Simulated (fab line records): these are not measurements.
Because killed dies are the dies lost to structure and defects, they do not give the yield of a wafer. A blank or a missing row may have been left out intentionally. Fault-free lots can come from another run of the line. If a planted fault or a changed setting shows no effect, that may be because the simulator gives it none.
fab line records ; flow nandHarc ; part 2 of 2: steps 5 to 6 of 6
record lots=18; wafers=54; lastDay=32
route steps=1302 shown A_CONTACT@1042
lots untouched by any fault: they come from a run of this same line in which no faults occurred
startH: start of the lot's first displayed wafer, in hours after the record's first day ; waitH: hours since the lot's step before ; " as in the row above ; L1.1+2: a row that stands for several wafers ; - value missing, or start not given ; * or withheld: withheld ; < > ~ a bound
route shown NAME@n: NAME is a module with steps in the file, n the number in the route of the first one ; usual: mean and standard deviation over wafers with no fault ; same: alike in all rows ; chamber/n: place in a boat ; sites: per-site readings ; _std_site: standard deviation across them ; _edge_site: mean of outer sites minus mean of inner sites ; radiusMm: for every site, how far away it sits from the centre of the wafer ; mask NAME#n: copy n ; behind: the most recent tool/chamber to have shaped the wafer ; hold: why the lot was held/for how many hours/how that ended ; device: names the non-switching transistor (n, p or np) ; end of line: the same wafers' tests at the end of the route ; a step without rows: its recipe alone ; killed: count of dies lost to structure and defects at first sort (not the wafer's yield) ; map: shows each die of a wafer: x if killed, . if not, _ if none is there
set.NAME: the setting as run; set.NAME@STEP: as run at that earlier step ; model.NAME: the simulator's own value behind a step, which no gauge read
one table for each step of the route and one row for each wafer, over a sample of lots
services: from which hour (startH, from the record's first day; less than 0 if before it) a tool's chamber was out of use, for how many hours, and why
## steps
# step NHARC_A_CONTACT_ETCH_138
# recipe sourceW=withheld; pressureMtorr=20; biasV=1200; timeS=311; targetDepthA=19140; arFlowSccm=withheld; c4f8FlowSccm=withheld; o2FlowSccm=withheld; chemistry=C4F8/O2/Ar
# usual chamberPressureMTorr=19.999/0.017; oesAirLineAu=1.002/0.02
lot.wafer;tool;chamber;startH;waitH;chamberPressureMTorr;oesAirLineAu;rfHoursCounterH
L074.1;harCapEtch-02;1;497.51;0.2;20.029;1.017;88
L074.2;harCapEtch-02;0;497.51;0.2;19.984;1.010;88
L074.6;harCapEtch-02;1;497.51;0.2;20.000;1.014;-
L076.1;harCapEtch-02;0;533.80;0.3;20.005;0.967;94
L076.2;harCapEtch-02;1;533.80;0.3;19.996;1.006;94
L076.6;harCapEtch-02;0;533.80;0.3;19.993;0.968;-
L075.3;harCapEtch-01;1;535.96;0.2;20.013;0.993;-
L075.4;harCapEtch-01;0;535.96;0.2;19.989;0.982;-
L075.6;harCapEtch-01;0;535.96;0.2;20.029;0.990;-
L077.2;harCapEtch-02;0;540.32;0.3;20.000;0.985;95
L077.3;harCapEtch-02;1;540.32;0.3;20.030;0.992;-
L077.4;harCapEtch-02;0;540.32;0.3;20.024;1.001;-
L078.1;harCapEtch-03;1;547.07;0.2;20.027;0.956;49
L078.3;harCapEtch-03;0;547.07;0.2;19.990;0.993;-
L078.6;harCapEtch-03;0;547.07;0.2;20.006;1.004;-
L079.4;harCapEtch-03;1;563.93;0.2;20.026;0.986;-
L079.6;harCapEtch-03;1;563.93;0.2;19.976;0.996;-
L079.5;harCapEtch-03;0;563.93;0.2;20.005;0.982;-
L081.1;harCapEtch-02;1;601.04;0.2;19.973;0.998;101
L081.4;harCapEtch-02;1;601.04;0.2;19.980;1.023;-
L081.5;harCapEtch-02;0;601.04;0.2;19.954;0.974;-
L082.3;harCapEtch-01;1;603.01;0.2;19.997;1.023;-
L082.6;harCapEtch-01;0;603.01;0.2;20.015;0.997;-
L082.5;harCapEtch-01;1;603.01;0.2;19.996;0.997;-
L085.1;harCapEtch-01;1;628.03;0.2;19.992;1.010;21
L085.2;harCapEtch-01;0;628.03;0.2;20.012;1.025;21
L085.4;harCapEtch-01;0;628.03;0.2;19.978;0.997;-
L083.1;harCapEtch-03;0;637.25;0.2;20.037;0.997;66
L083.3;harCapEtch-03;1;637.25;0.2;20.014;1.001;-
L083.6;harCapEtch-03;0;637.25;0.2;19.988;0.966;-
L088.2;harCapEtch-01;1;652.76;0.2;19.974;1.015;30
L088.3;harCapEtch-01;0;652.76;0.2;20.034;0.998;-
L088.6;harCapEtch-01;1;652.76;0.2;20.037;0.979;-
L090.2;harCapEtch-02;0;653.67;0.2;19.990;1.017;114
L090.3;harCapEtch-02;0;653.67;0.2;19.989;1.024;-
L090.5;harCapEtch-02;0;653.67;0.2;19.998;1.002;-
L089.4;harCapEtch-01;1;660.57;0.2;20.018;1.011;-
L089.3;harCapEtch-01;0;660.57;0.2;20.016;0.972;-
L089.5;harCapEtch-01;1;660.57;0.2;20.000;1.016;-
L091.1;harCapEtch-03;1;683.06;0.2;20.009;1.044;73
L091.4;harCapEtch-03;1;683.06;0.2;19.981;1.022;-
L091.6;harCapEtch-03;0;683.06;0.2;20.002;1.009;-
L092.1;harCapEtch-02;1;693.45;0.2;20.004;1.003;119
L092.4;harCapEtch-02;1;693.45;0.2;20.002;0.975;-
L092.3;harCapEtch-02;0;693.45;0.2;20.031;1.051;-
L094.2;harCapEtch-01;1;711.22;0.2;20.011;1.018;41
L094.6;harCapEtch-01;0;711.22;0.2;20.031;1.003;-
L094.5;harCapEtch-01;1;711.22;0.2;20.006;0.980;-
L096.3;harCapEtch-02;1;718.00;0.2;20.012;1.032;-
L096.4;harCapEtch-02;0;718.00;0.2;19.967;0.984;-
L096.6;harCapEtch-02;0;718.00;0.2;20.004;1.001;-
L095.1;harCapEtch-01;0;721.71;0.2;19.999;1.032;42
L095.2;harCapEtch-01;1;721.71;0.2;20.013;0.999;42
L095.3;harCapEtch-01;1;721.71;0.2;19.973;1.024;-
# step NHARC_A_CONTACT_ETCH_92
# recipe targetDepthA=400; overEtchFrac=0.5; timeS=85.7; ionEnergyEv=120; ch3fFlowSccm=50; o2FlowSccm=30; arFlowSccm=200; rfW=500; biasW=100; chemistry=CH3F/O2
# usual chamberPressureMTorr=24.996/0.026; drypumpMotorCurrentA=5.75/0.27; oesProductAu=0.95/0.032; rfVppV=244.0/2.1; showerheadPlenumPTorr=2.45/0.14; throttleValvePct=20.665/0.0098
lot.wafer;tool;chamber;startH;waitH;chamberPressureMTorr;drypumpMotorCurrentA;oesProductAu;rfHoursCounterH;rfVppV;showerheadPlenumPTorr;throttleValvePct
L074.1;rieDiel-07;1;498.34;0.5;24.988;5.85;0.99;2;242.8;2.30;20.664
L074.2;rieDiel-07;0;498.34;0.5;24.998;5.74;0.98;2;245.6;2.59;20.661
L074.6;rieDiel-07;0;498.34;0.5;25.031;5.75;0.98;-;244.8;2.59;20.670
L076.1;rieDiel-05;3;534.82;0.6;24.996;6.05;1.01;32;244.1;2.47;20.653
L076.2;rieDiel-05;2;534.82;0.6;24.996;6.07;0.99;32;245.2;2.50;20.676
L076.6;rieDiel-05;3;534.82;0.6;25.016;6.08;1.00;-;243.6;2.47;20.653
L075.4;rieDiel-05;0;536.73;0.4;25.015;5.57;1.01;37;242.2;2.31;20.662
L075.3;rieDiel-05;2;536.73;0.4;24.965;6.09;1.01;32;244.5;2.50;20.669
L075.6;rieDiel-05;0;536.73;0.4;25.009;5.55;1.01;-;241.5;2.31;20.665
L077.3;rieDiel-07;3;541.28;0.5;24.987;5.78;0.93;7;245.8;2.66;20.675
L077.4;rieDiel-07;0;541.28;0.5;25.031;5.71;0.92;7;244.7;2.59;20.659
L077.2;rieDiel-07;1;541.28;0.5;24.981;5.90;0.92;7;241.5;2.30;20.658
L078.1;rieDiel-11;1;547.93;0.5;24.988;5.47;0.93;40;243.4;2.31;20.671
L078.3;rieDiel-11;3;547.93;0.5;25.016;5.69;0.92;37;243.5;2.41;20.681
L078.6;rieDiel-11;0;547.93;0.5;25.004;5.97;0.91;-;243.3;2.30;20.661
L079.4;rieDiel-07;1;564.70;0.4;25.010;5.89;0.92;11;242.5;2.30;20.674
L079.5;rieDiel-07;3;564.70;0.4;25.011;5.76;0.94;-;247.5;2.66;20.669
L079.6;rieDiel-07;0;564.70;0.4;24.966;5.75;0.92;-;247.1;2.59;20.671
L081.4;rieDiel-05;0;601.89;0.4;24.987;5.57;1.00;2;242.0;2.31;20.680
L081.1;rieDiel-05;1;601.89;0.4;25.042;5.78;0.99;2;243.6;2.29;20.663
L081.5;rieDiel-05;2;601.89;0.4;24.981;6.05;0.98;-;244.0;2.49;20.650
L082.3;rieDiel-05;3;603.72;0.4;25.010;6.07;1.00;3;244.1;2.46;20.670
L082.5;rieDiel-05;2;603.72;0.4;24.989;6.08;0.98;-;243.6;2.49;20.684
L082.6;rieDiel-05;3;603.72;0.4;25.030;6.05;1.01;-;245.0;2.46;20.660
L085.1;rieDiel-07;1;628.86;0.5;24.985;5.90;0.92;20;241.6;2.29;20.668
L085.2;rieDiel-07;2;628.86;0.5;24.960;5.10;0.93;16;243.0;2.37;20.648
L085.4;rieDiel-07;3;628.86;0.5;24.994;5.78;0.93;21;246.8;2.65;20.659
L083.3;rieDiel-11;2;638.12;0.4;25.017;6.08;0.92;5;247.1;2.63;20.656
L083.1;rieDiel-11;0;638.12;0.4;25.004;5.96;0.93;7;241.8;2.29;20.673
L083.6;rieDiel-11;2;638.12;0.4;24.992;6.07;0.92;-;247.9;2.63;20.654
L088.2;rieDiel-11;1;653.58;0.5;24.971;5.47;0.93;14;241.9;2.29;20.671
L088.3;rieDiel-11;0;653.58;0.5;24.989;5.96;0.91;15;241.9;2.28;20.675
L088.6;rieDiel-11;2;653.58;0.5;24.985;6.05;0.93;-;246.9;2.63;20.668
L090.2;rieDiel-11;3;654.55;0.6;25.019;5.67;0.91;14;243.4;2.39;20.659
L090.3;rieDiel-11;2;654.55;0.6;25.022;6.05;0.92;12;247.6;2.63;20.667
L090.5;rieDiel-11;0;654.55;0.6;25.027;5.95;0.92;-;241.0;2.28;20.659
L089.3;rieDiel-07;1;661.34;0.4;24.985;5.92;1.02;0;242.8;2.29;20.675
L089.4;rieDiel-07;2;661.34;0.4;25.004;5.09;1.01;0;243.5;2.36;20.671
L089.5;rieDiel-07;3;661.34;0.4;25.008;5.77;1.00;-;245.0;2.65;20.659
L091.4;rieDiel-05;3;683.84;0.4;24.976;6.03;0.93;30;245.6;2.45;20.643
L091.1;rieDiel-05;2;683.84;0.4;24.987;6.08;0.91;30;244.3;2.48;20.666
L091.6;rieDiel-05;0;683.84;0.4;25.039;5.57;0.92;-;241.9;2.30;20.660
L092.1;rieDiel-07;0;694.28;0.5;25.014;5.73;0.94;5;244.8;2.58;20.657
L092.3;rieDiel-07;1;694.28;0.5;25.035;5.92;0.95;4;241.4;2.29;20.670
L092.4;rieDiel-07;3;694.28;0.5;25.034;5.78;0.94;5;246.0;2.65;20.672
L094.2;rieDiel-11;0;712.05;0.5;25.000;5.95;0.92;38;239.9;2.27;20.658
L094.5;rieDiel-11;1;712.05;0.5;24.900;5.46;0.93;-;240.4;2.28;20.657
L094.6;rieDiel-11;2;712.05;0.5;24.984;6.05;0.95;-;246.6;2.62;20.680
L096.4;rieDiel-07;3;718.74;0.4;24.978;5.75;0.93;9;247.0;2.65;20.674
L096.3;rieDiel-07;0;718.74;0.4;24.983;5.75;0.93;9;247.4;2.58;20.681
L096.6;rieDiel-07;3;718.74;0.4;25.028;5.75;0.93;-;246.9;2.65;20.663
L095.2;rieDiel-07;3;722.54;0.5;24.988;5.79;0.94;10;248.3;2.65;20.668
L095.1;rieDiel-07;0;722.54;0.5;24.996;5.75;0.95;10;246.0;2.58;20.661
L095.3;rieDiel-07;2;722.54;0.5;25.026;5.10;0.94;10;242.4;2.36;20.665
## services
tool;chamber;startH;hours;kind
rieDiel-07;3;463.86;-;consumableReplace:focusRing
rieDiel-07;3;463.86;9.0;scheduledDown
rieDiel-07;3;463.86;9.0;ventCycle
rieDiel-07;-;471.75;9.0;pm
rieDiel-07;0;471.75;9.0;ventCycle
rieDiel-07;1;471.75;9.0;ventCycle
rieDiel-07;2;471.75;9.0;ventCycle
rieDiel-07;0;480.75;-;clean
rieDiel-07;1;480.75;-;clean
rieDiel-07;2;495.33;10.2;repair
harCapEtch-01;-;497.00;17.0;pm
rieDiel-07;3;507.09;1.3;repair
rieDiel-05;2;514.91;3.0;repair
rieDiel-07;2;518.93;7.4;repair
rieDiel-07;2;544.02;7.6;repair
rieDiel-05;0;554.66;1.3;repair
rieDiel-11;-;555.10;0.7;repair
rieDiel-05;-;583.74;9.0;pm
rieDiel-11;2;584.07;7.0;repair
rieDiel-11;2;603.70;5.3;repair
rieDiel-11;-;612.82;9.0;pm
rieDiel-07;-;648.75;9.0;pm
rieDiel-05;2;653.44;5.8;repair
rieDiel-11;3;705.08;4.3;repair
